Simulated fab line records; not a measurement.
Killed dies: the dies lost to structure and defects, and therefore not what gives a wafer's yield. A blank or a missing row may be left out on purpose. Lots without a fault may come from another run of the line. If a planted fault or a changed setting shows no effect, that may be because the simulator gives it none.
Split-lot study + flow n5 finfet + on a route of 1938 steps: 7 lots, 21 wafers read

## THE SPLIT ITSELF
At N5_BEOL_M8_COAT_71 (time 60 s, resist thk 5 nm), the setting spin rpm was moved away from the recipe's 1500 rpm on 10 of the 21 wafers read, by -10.9% to +8.7%. All remaining wafers had this setting at the recipe value.

Reading taken at the split's own step.

## THE READING
underlayer_of_BEOL_M8_COAT_71.thk nm (the simulator's own value, which no gauge read), in nm, at N5_BEOL_M8_COAT_71 (time 60 s, resist thk 5 nm). No usual value for it is given in the file.

| wafer  | tool, chamber at the split | spin rpm as run, rpm | against the recipe | underlayer_of_BEOL_M8_COAT_71.thk nm, nm | against lot-mates on the recipe |
|--------|----------------------------|----------------------|--------------------|------------------------------------------|---------------------------------|
| L076.2 | litho track-04, 0          | 1500                 | recipe             | 5                                        | -                               |
| L076.4 | litho track-04, 0          | 1590                 | +6.0%              | 4.8                                      | -0.2                            |
| L076.6 | litho track-04, 0          | 1590                 | +6.0%              | 4.8                                      | -0.2                            |
| L081.2 | litho track-01, 0          | 1567                 | +4.5%              | 5                                        | +0.0                            |
| L081.3 | litho track-01, 0          | 1567                 | +4.5%              | 5                                        | +0.0                            |
| L081.5 | litho track-01, 0          | 1500                 | recipe             | 5                                        | -                               |
| L083.2 | litho track-01, 0          | 1341                 | -10.6%             | 5.2                                      | +0.2                            |
| L083.6 | litho track-01, 0          | 1341                 | -10.6%             | 5.2                                      | +0.2                            |
| L083.5 | litho track-01, 0          | 1500                 | recipe             | 5                                        | -                               |
| L084.1 | litho track-04, 0          | 1336                 | -10.9%             | 5.4                                      | +0.4                            |
| L084.2 | litho track-04, 0          | 1336                 | -10.9%             | 5.4                                      | +0.4                            |
| L084.5 | litho track-04, 0          | 1500                 | recipe             | 5                                        | -                               |
| L087.1 | litho track-01, 0          | 1500                 | recipe             | 5                                        | -                               |
| L087.4 | litho track-01, 0          | 1630                 | +8.7%              | 4.8                                      | -0.2                            |
| L087.6 | litho track-01, 0          | 1630                 | +8.7%              | 4.8                                      | -0.2                            |
| L097.2 | litho track-04, 0          | 1500                 | recipe             | 5                                        | -                               |
| L097.4 | litho track-04, 0          | 1500                 | recipe             | 5                                        | -                               |
| L097.6 | litho track-04, 0          | 1500                 | recipe             | 5                                        | -                               |
| L096.1 | litho track-02, 0          | 1500                 | recipe             | 5                                        | -                               |
| L096.5 | litho track-02, 0          | 1500                 | recipe             | 5                                        | -                               |
| L096.6 | litho track-02, 0          | 1500                 | recipe             | 5                                        | -                               |

FIT RESULTS
A straight line over all 21 wafers: underlayer_of_BEOL_M8_COAT_71.thk nm changes by -0.0259 nm for each +1% of spin rpm; r = -0.94; the points scatter about the line by 0.059 nm.
The same after taking each lot's own level away (the mean of its wafers on the recipe; 21 wafers): -0.0259 nm for each +1%; r = -0.94; scatter 0.059 nm.
Per that fit: largest spin rpm move, reading shift of 0.28 nm.
The lots' own levels span 5.00 to 5.00 nm.
The two slopes are in agreement: the lot-to-lot level therefore moves the slope only a little.
Check: for one of the wafers moved furthest among these (-10.9%), held out of the fit, the line's prediction against its lot-mates is +0.269 nm. Against them it came out at +0.4 nm.

## THE OTHER SPLITS THESE WAFERS WENT THROUGH
Other splits were also applied to these wafers ahead of the reading. Each is held against what the fit with the lots' levels taken away leaves over:
| other split on the same wafers    | wafers away from the commonest value | r with underlayer_of_BEOL_M8_COAT_71.thk nm (lot level and that fit taken away) |
|-----------------------------------|--------------------------------------|---------------------------------------------------------------------------------|
| N5_BEOL_M6_EXPOSE_08 dose mj      | 7                                    | +0.10                                                                           |
| N5_BEOL_M7_ILD_DEP_00 time s      | 10                                   | -0.27                                                                           |
| N5_BEOL_M7_HM_DEP_02 target thk a | 5                                    | -0.43                                                                           |
| N5_BEOL_M7_ETCH_41 bias w         | 8                                    | +0.29                                                                           |

## FILE'S OWN FIT
underlayer_of_BEOL_M8_COAT_71.thk nm changes by -0.026 nm for each +1% of spin rpm, r = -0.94.
